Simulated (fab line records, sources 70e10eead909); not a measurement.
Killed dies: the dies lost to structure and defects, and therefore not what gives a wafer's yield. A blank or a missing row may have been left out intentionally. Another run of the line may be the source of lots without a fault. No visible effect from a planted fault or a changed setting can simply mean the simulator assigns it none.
Matching of chambers | flow nandHarc | 4 sister chambers for NHARC_A_STAIRCASE_CMP_450 on cmp-01
The step polishes SiO2, target thk 200 nm. 8 wafers are shown with their chamber, then 7 later ones without.

WAFERS, EACH WITH ITS CHAMBER
wafer  | chamber | motorCurrentA (A)
L077.1 | 2       | 12.6
L076.6 | 2       | 11.9
L081.5 | 0       | 10.3
L084.4 | 3       | 11.0
L084.5 | 0       | 10.9
L084.6 | 1       | 11.8
L091.1 | 1       | 12.3
L091.2 | 3       | 10.8

WAFERS WHOSE CHAMBER IS MISSING
wafer  | motorCurrentA (A)
L091.3 | 10.3
L095.3 | 12.5
L095.4 | 10.7
L095.5 | 11.4
L094.2 | 12.1
L094.4 | 11.2
L094.5 | 11.1

THE CHAMBER EACH PASSED THROUGH
wafer  | from the rows above               | in truth
L091.3 | can't be placed: 0 or 3           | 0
L095.3 | can't be placed: 2 or 1           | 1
L095.4 | can't be placed: 0 or 3           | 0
L095.5 | can't be placed: 3 or 1 or 0 or 2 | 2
L094.2 | can't be placed: 1 or 2           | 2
L094.4 | can't be placed: 3 or 0 or 1 or 2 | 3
L094.5 | can't be placed: 3 or 0 or 1      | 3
Placed correctly: 0 of 7. Cannot be placed on the basis of these rows: 7; the candidates contain the true chamber in 7. 0 placed wrongly.
How it was worked out, from the rows above alone: a wafer's distance from a chamber is the root of the sum, over the readings, of the square of ((its reading less the chamber's mean) divided by the reading's scatter). The wafer belongs to the nearest chamber; if the next one is less than 2 further off, it can't be placed. The mean given for a chamber averages the wafers shown for that chamber. The scatter: take each reading less its chamber's mean, square it, sum over the shown wafers, divide by the number of wafers less the number of chambers, and take the root.
